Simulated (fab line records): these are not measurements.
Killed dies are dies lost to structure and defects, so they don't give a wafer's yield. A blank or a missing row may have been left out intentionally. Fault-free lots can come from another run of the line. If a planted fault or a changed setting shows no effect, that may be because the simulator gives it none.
Matching of chambers	flow n5Finfet	N5_BEOL_M9_ETCH_66 on rieDiel-06 has 4 sister chambers
The step etches SOC in N2/H2, target depth 80 nm, overetch 16 nm, time 120 s. 8 wafers are shown with their chamber, then 8 later ones without.

== WAFERS, EACH WITH ITS CHAMBER ==
wafer	chamber	throttleValvePct (%)	showerheadPlenumPTorr (Torr)
L076.3	3	17.51	2.56
L077.2	1	17.48	2.52
L081.5	3	17.51	2.56
L087.5	1	17.51	2.51
L090.2	2	18.19	2.62
L090.4	0	17.69	2.47
L090.6	2	18.20	2.62
L091.1	0	17.69	2.47

== WAFERS WHOSE CHAMBER IS MISSING ==
wafer	throttleValvePct (%)	showerheadPlenumPTorr (Torr)
L091.3	18.19	2.62
L091.6	18.19	2.62
L094.1	17.72	2.47
L094.2	17.53	2.50
L094.6	17.54	2.50
L095.1	17.59	2.54
L095.3	17.71	2.46
L095.5	17.58	2.54

== EACH ONE'S CHAMBER ==
wafer	from the rows above	in truth
L091.3	2	2
L091.6	2	2
L094.1	0	0
L094.2	1	1
L094.6	1	1
L095.1	can't be placed: 3 or 1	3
L095.3	0	0
L095.5	can't be placed: 3 or 1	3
Correctly placed: 6 of 8. Not placeable from these rows: 2 (in 2, the candidates include the true chamber). Number placed wrongly: 0.
How it was worked out, from the rows above alone: a wafer's distance from a chamber is the root of the sum, over the readings, of the square of ((its reading less the chamber's mean) divided by the reading's scatter). If the next closest chamber is less than 2 further off than the closest, the wafer can't be placed; otherwise it belongs to the closest. For every chamber, the mean is computed from those of its wafers that are shown. The scatter: take each reading less its chamber's mean, square it, sum over the shown wafers, divide by the number of wafers less the number of chambers, and take the root.
